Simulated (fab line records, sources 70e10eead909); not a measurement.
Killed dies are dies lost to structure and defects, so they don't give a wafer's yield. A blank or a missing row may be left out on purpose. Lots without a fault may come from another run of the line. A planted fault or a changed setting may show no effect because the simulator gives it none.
Chamber matching | flow nand_harc | NHARC_P_ZERO_WELL_ETCH_65 on rie_diel-12: 4 sister chambers
The step etches the open film in N2/H2, target depth 80 nm, overetch 24 nm, time 87.88 s. 14 wafers are shown with their chamber, then 7 later ones without.

WAFERS WITH THEIR CHAMBER
wafer  | chamber | drypump_motor_current_A (A) | showerhead_plenum_p_Torr (Torr) | rf_vpp_V (V)
L082.2 | 2       | 5.8                         | 2.06                            | 430
L082.3 | 1       | 6.0                         | 2.08                            | 432
L082.6 | 2       | 5.8                         | 2.06                            | 430
L083.1 | 1       | 6.1                         | 2.08                            | 432
L083.4 | 2       | 5.8                         | 2.06                            | 433
L083.6 | 2       | 5.8                         | 2.06                            | 432
L085.1 | 3       | 6.3                         | 2.10                            | 433
L085.2 | 2       | 5.8                         | 2.05                            | 430
L085.3 | 0       | 6.4                         | 1.93                            | 428
L088.1 | 1       | 6.1                         | 2.07                            | 432
L088.5 | 1       | 6.1                         | 2.07                            | 432
L088.6 | 0       | 6.4                         | 1.92                            | 428
L090.1 | 2       | 5.8                         | 2.05                            | 432
L090.2 | 1       | 6.1                         | 2.07                            | 433

SIGNATURES (means of the wafers above)
reading                  | chamber 0 | chamber 1 | chamber 2 | chamber 3 | scatter within a chamber
drypump_motor_current_A  | 6.400     | 6.080     | 5.800     | 6.300     | 0.0283
showerhead_plenum_p_Torr | 1.9250    | 2.0740    | 2.0567    | 2.1000    | 0.00551
rf_vpp_V                 | 428.00    | 432.20    | 431.17    | 433.00    | 0.981
Rule: a wafer's distance from a chamber is the root of the sum, over the readings, of the square of ((its reading less the chamber's mean) divided by the reading's scatter). The wafer belongs to the nearest chamber; if the next one is less than 2 further off, it can't be placed. The scatter: the root of (the sum of the squares of (reading less its chamber's mean) over the shown wafers, divided by (wafers less chambers)).

WAFERS WITHOUT THEIR CHAMBER
wafer  | drypump_motor_current_A (A) | showerhead_plenum_p_Torr (Torr) | rf_vpp_V (V)
L090.5 | 5.8                         | 2.05                            | 430
L091.2 | 5.8                         | 2.05                            | 430
L091.3 | 6.4                         | 1.92                            | 427
L091.5 | 6.3                         | 2.09                            | 434
L094.1 | 6.1                         | 2.06                            | 432
L094.4 | 6.4                         | 1.92                            | 428
L094.5 | 6.4                         | 1.92                            | 427

WHICH CHAMBER EACH WENT THROUGH
wafer  | from the rows above | in truth
L090.5 | 2                   | 2
L091.2 | 2                   | 2
L091.3 | 0                   | 0
L091.5 | 3                   | 3
L094.1 | 1                   | 1
L094.4 | 0                   | 0
L094.5 | 0                   | 0
Placed correctly: 7 of 7. Can't be placed from these rows: 0. Placed wrongly: 0.
